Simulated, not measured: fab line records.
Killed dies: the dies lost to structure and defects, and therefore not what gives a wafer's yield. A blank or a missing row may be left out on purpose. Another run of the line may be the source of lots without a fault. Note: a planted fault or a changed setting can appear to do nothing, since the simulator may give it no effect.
Which tool was responsible? + flow n5-finfet + Sampling: 24 lots, 72 wafers, 4 of 1938 route steps

== WHAT THE GAUGES SHOWED, per wafer ==
N5_START_INSPECT_01: inspects for defects (unpatterned scan).
| lot  | measured    | on                | raw-defect-count |
|------|-------------|-------------------|------------------|
| L074 | day 1 12:02 | defect-inspect-01 | 5 6 3            |
| L075 | day 1 18:02 | defect-inspect-02 | 6 6 6            |
| L076 | day 2 00:02 | defect-inspect-02 | 5 5 5            |
| L077 | day 2 06:02 | defect-inspect-01 | 3 8 3            |
| L078 | day 2 12:02 | defect-inspect-02 | 8 4 6            |
| L079 | day 2 18:02 | defect-inspect-02 | 6 8 4            |
| L080 | day 3 00:02 | defect-inspect-02 | 2 2 3            |
| L081 | day 3 06:02 | defect-inspect-02 | 6 8 5            |
| L082 | day 3 12:02 | defect-inspect-01 | 4 3 4            |
| L083 | day 3 18:02 | defect-inspect-02 | 4 10 24          |
| L084 | day 4 00:02 | defect-inspect-02 | 4 10 5           |
| L085 | day 4 06:02 | defect-inspect-01 | 6 9 5            |
| L086 | day 4 12:02 | defect-inspect-01 | 6 6 6            |
| L087 | day 4 18:02 | defect-inspect-01 | 12 9 6           |
| L088 | day 5 00:02 | defect-inspect-02 | 5 6 8            |
| L089 | day 5 06:02 | defect-inspect-01 | 7 3 2            |
| L090 | day 5 12:02 | defect-inspect-01 | 5 4 4            |
| L091 | day 5 18:02 | defect-inspect-02 | 5 10 4           |
| L092 | day 6 00:02 | defect-inspect-02 | 8 6 4            |
| L093 | day 6 06:02 | defect-inspect-01 | 8 6 4            |
| L094 | day 6 12:02 | defect-inspect-01 | 9 3 4            |
| L095 | day 6 18:02 | defect-inspect-02 | 3 5 5            |
| L096 | day 7 00:02 | defect-inspect-02 | 5 2 9            |
| L097 | day 7 06:02 | defect-inspect-02 | 3 5 7            |

N5_WELL_APT_OVL_MEAS_26.
| lot  | measured    | on         | PWELL_OVL (nm) |
|------|-------------|------------|----------------|
| L074 | day 1 14:53 | overlay-01 | -2 -1 -2       |
| L075 | day 1 20:59 | overlay-01 | -1 -1 -5       |
| L076 | day 2 02:50 | overlay-02 | -3 -2 -5       |
| L077 | day 2 09:04 | overlay-02 | -10 -1 -6      |
| L078 | day 2 14:53 | overlay-02 | -4 1 -6        |
| L079 | day 2 21:25 | overlay-01 | 1 -2 -5        |
| L080 | day 3 03:06 | overlay-02 | -4 -7 -7       |
| L081 | day 3 09:05 | overlay-02 | -8 -5 -7       |
| L082 | day 3 14:50 | overlay-01 | 7 10 16        |
| L083 | day 3 21:17 | overlay-02 | 7 7 4          |
| L084 | day 4 03:27 | overlay-01 | 1 -2 -6        |
| L085 | day 4 09:14 | overlay-02 | -2 5 5         |
| L086 | day 4 14:51 | overlay-02 | 0 6 8          |
| L087 | day 4 21:04 | overlay-02 | 4 8 1          |
| L088 | day 5 02:52 | overlay-01 | 1 -2 5         |
| L089 | day 5 08:56 | overlay-01 | 8 2 1          |
| L090 | day 5 14:50 | overlay-01 | 0 -6 -6        |
| L091 | day 5 20:59 | overlay-02 | -11 -15 -9     |
| L092 | day 6 03:02 | overlay-01 | 7 6 1          |
| L093 | day 6 08:47 | overlay-02 | -1 2 -8        |
| L094 | day 6 14:55 | overlay-02 | 4 1 3          |
| L095 | day 6 21:21 | overlay-02 | -5 -6 -5       |
| L096 | day 7 03:05 | overlay-01 | 4 0 4          |
| L097 | day 7 09:06 | overlay-01 | -4 0 -2        |

== WHICH TOOL RAN EACH LOT (tool, then ch and the chambers of the sampled wafers, then the start) ==
| lot  | N5_ZERO_LAYER_ETCH_18           | N5_WELL_APT_DESCUM_13             |
|------|---------------------------------|-----------------------------------|
| L074 | rie-si-01 ch 0,1,2, day 1 12:47 | rie-diel-04 ch 0,2,3, day 1 13:41 |
| L075 | rie-si-01 ch 1,2,3, day 1 18:47 | rie-diel-04 ch 1,2,3, day 1 19:46 |
| L076 | rie-si-06 ch 1,2, day 2 00:47   | rie-diel-03 ch 1,2,3, day 2 01:39 |
| L077 | rie-si-03 ch 0,1, day 2 06:55   | rie-diel-03 ch 0,2,3, day 2 08:00 |
| L078 | rie-si-06 ch 0,1,3, day 2 12:49 | rie-diel-04 ch 0,2,3, day 2 13:47 |
| L079 | rie-si-01 ch 0,1,2, day 2 19:10 | rie-diel-04 ch 0,2,3, day 2 20:20 |
| L080 | rie-si-03 ch 1,2,3, day 3 00:55 | rie-diel-03 ch 1,2, day 3 02:01   |
| L081 | rie-si-01 ch 0,1,3, day 3 06:55 | rie-diel-04 ch 1,2, day 3 07:53   |
| L082 | rie-si-03 ch 0,2,3, day 3 12:48 | rie-diel-04 ch 1,2, day 3 13:47   |
| L083 | rie-si-01 ch 0,1,3, day 3 18:47 | rie-diel-03 ch 0,1, day 3 20:14   |
| L084 | rie-si-03 ch 0,1,2, day 4 00:55 | rie-diel-03 ch 1,2, day 4 02:23   |
| L085 | rie-si-01 ch 0,1,2, day 4 06:59 | rie-diel-03 ch 0,2, day 4 08:08   |
| L086 | rie-si-03 ch 0,1,2, day 4 12:55 | rie-diel-03 ch 0,3, day 4 13:46   |
| L087 | rie-si-03 ch 0,2,3, day 4 18:56 | rie-diel-01 ch 1,3, day 4 20:00   |
| L088 | rie-si-06 ch 0,1,3, day 5 00:49 | rie-diel-04 ch 0,2, day 5 01:49   |
| L089 | rie-si-01 ch 1,2,3, day 5 06:47 | rie-diel-01 ch 0,1,2, day 5 07:50 |
| L090 | rie-si-01 ch 0,1,3, day 5 12:47 | rie-diel-03 ch 1,2,3, day 5 13:39 |
| L091 | rie-si-01 ch 0,2,3, day 5 18:55 | rie-diel-01 ch 0,3, day 5 19:55   |
| L092 | rie-si-01 ch 1,2,3, day 6 00:47 | rie-diel-01 ch 0,1,2, day 6 01:50 |
| L093 | rie-si-03 ch 0,2,3, day 6 06:47 | rie-diel-03 ch 0,2, day 6 07:43   |
| L094 | rie-si-06 ch 0,1,2, day 6 12:52 | rie-diel-01 ch 0,2, day 6 13:44   |
| L095 | rie-si-01 ch 1,2,3, day 6 18:55 | rie-diel-01 ch 0,2,3, day 6 20:08 |
| L096 | rie-si-01 ch 0,3, day 7 00:55   | rie-diel-03 ch 0,2,3, day 7 01:54 |
| L097 | rie-si-06 ch 0,1,2, day 7 06:55 | rie-diel-03 ch 0,2, day 7 07:58   |
- N5_ZERO_LAYER_ETCH_18: etches Si in HBr/Cl2, target depth 120 nm, time 40 s.
- N5_WELL_APT_DESCUM_13: chemistry O2, time 7.9 s.

== AS READ BY THE TOOLS THEMSELVES (means over the sampled wafers that have a number; for cases with no such wafer, the mark the record gives instead) ==
N5_ZERO_LAYER_ETCH_18.
| lot  | tool      | drypump-motor-current-A (A) | oes-product-au (a.u.) | throttle-valve-pct (%) |
|------|-----------|-----------------------------|-----------------------|------------------------|
| L074 | rie-si-01 | 5.8                         | 1.010                 | 36.10                  |
| L075 | rie-si-01 | 5.8                         | 1.020                 | 36.31                  |
| L076 | rie-si-06 | 5.7                         | 0.983                 | 36.34                  |
| L077 | rie-si-03 | 6.1                         | 0.986                 | 36.26                  |
| L078 | rie-si-06 | 5.4                         | 0.994                 | 36.49                  |
| L079 | rie-si-01 | 5.8                         | 1.010                 | 36.12                  |
| L080 | rie-si-03 | 6.0                         | 0.997                 | 36.13                  |
| L081 | rie-si-01 | 5.3                         | 1.004                 | 36.07                  |
| L082 | rie-si-03 | 5.9                         | 0.999                 | 36.04                  |
| L083 | rie-si-01 | 5.3                         | 0.998                 | 36.06                  |
| L084 | rie-si-03 | 6.0                         | 0.988                 | 36.16                  |
| L085 | rie-si-01 | 5.8                         | 1.008                 | 36.11                  |
| L086 | rie-si-03 | 6.0                         | 0.987                 | 36.15                  |
| L087 | rie-si-03 | 5.9                         | 0.999                 | 36.04                  |
| L088 | rie-si-06 | 5.4                         | 0.986                 | 36.49                  |
| L089 | rie-si-01 | 5.8                         | 1.016                 | 36.32                  |
| L090 | rie-si-01 | 5.3                         | 1.001                 | 36.06                  |
| L091 | rie-si-01 | 5.6                         | 1.005                 | 36.12                  |
| L092 | rie-si-01 | 5.8                         | 1.017                 | 36.31                  |
| L093 | rie-si-03 | 5.9                         | 0.999                 | 36.04                  |
| L094 | rie-si-06 | 5.9                         | 0.996                 | 36.45                  |
| L095 | rie-si-01 | 5.8                         | 1.013                 | 36.32                  |
| L096 | rie-si-01 | 5.1                         | 0.991                 | 36.07                  |
| L097 | rie-si-06 | 5.8                         | 0.992                 | 36.45                  |

N5_WELL_APT_DESCUM_13.
| lot  | tool        | drypump-motor-current-A (A) | oes-product-au (a.u.) | rf-vpp-V (V) | showerhead-plenum-p-Torr (Torr) | throttle-valve-pct (%) |
|------|-------------|-----------------------------|-----------------------|--------------|---------------------------------|------------------------|
| L074 | rie-diel-04 | 5.6                         | 0.82                  | 244.3        | 2.07                            | 20.50                  |
| L075 | rie-diel-04 | 5.8                         | 0.72                  | 241.9        | 2.04                            | 20.70                  |
| L076 | rie-diel-03 | 5.9                         | 0.78                  | 243.5        | 2.10                            | 20.52                  |
| L077 | rie-diel-03 | 5.5                         | 0.77                  | 242.9        | 2.10                            | 20.62                  |
| L078 | rie-diel-04 | 5.6                         | 0.81                  | 243.0        | 2.07                            | 20.51                  |
| L079 | rie-diel-04 | 5.6                         | 0.81                  | 241.9        | 2.07                            | 20.52                  |
| L080 | rie-diel-03 | 6.1                         | 0.74                  | 243.8        | 2.11                            | 20.44                  |
| L081 | rie-diel-04 | 5.8                         | 0.85                  | 245.1        | 2.19                            | 20.54                  |
| L082 | rie-diel-04 | 6.0                         | 0.88                  | 244.9        | 2.20                            | 20.41                  |
| L083 | rie-diel-03 | 5.9                         | 0.69                  | 242.7        | 2.06                            | 20.38                  |
| L084 | rie-diel-03 | 6.1                         | 0.73                  | 243.2        | 2.11                            | 20.45                  |
| L085 | rie-diel-03 | 5.2                         | 0.72                  | 243.7        | 2.11                            | 20.65                  |
| L086 | rie-diel-03 | 5.4                         | 0.72                  | 242.1        | 2.04                            | 20.57                  |
| L087 | rie-diel-01 | 5.8                         | 0.77                  | 241.6        | 2.05                            | 20.55                  |
| L088 | rie-diel-04 | 5.6                         | 0.82                  | 244.0        | 2.13                            | 20.49                  |
| L089 | rie-diel-01 | 6.1                         | 0.76                  | 242.6        | 2.07                            | 20.31                  |
| L090 | rie-diel-03 | 5.9                         | 0.75                  | 242.8        | 2.09                            | 20.57                  |
| L091 | rie-diel-01 | 5.8                         | 0.81                  | 242.3        | 2.03                            | 20.45                  |
| L092 | rie-diel-01 | 6.1                         | 0.76                  | 242.2        | 2.07                            | 20.31                  |
| L093 | rie-diel-03 | 5.4                         | 0.74                  | 243.0        | 2.15                            | 20.74                  |
| L094 | rie-diel-01 | 6.1                         | 0.80                  | 242.8        | 2.06                            | 20.21                  |
| L095 | rie-diel-01 | 6.0                         | 0.78                  | 241.5        | 2.05                            | 20.36                  |
| L096 | rie-diel-03 | 5.5                         | 0.74                  | 243.5        | 2.09                            | 20.68                  |
| L097 | rie-diel-03 | 5.4                         | 0.74                  | 244.0        | 2.15                            | 20.74                  |

== THE ANSWER, worked out from the rows above alone ==
Rule: usual is defined by the lots themselves. Put in order of their means at a reading, lots are off if they are a third of the lots or fewer, leave a main group of 4 or more, and stand apart from it by a gap of 3 or more times the standard deviation of the main group's means; of several such gaps the widest counts. The tables above print the reading to a certain number of digits; a main group whose means all agree to those digits is not used. A lot without any number at a reading at which 4 lots or more have one is off too. Where the step has rows for the other lots, those lots are counted as sound. First the gauges in route order, then the tools' own readings, where a lot's mean is used as printed above. The first step at which some lot is off is used, and at that step the reading that is off furthest; a lot without a number counts as furthest.
Nothing can be told from this: no lot is off at any reading shown.

== WHAT THE SIMULATOR HAD INSERTED ==
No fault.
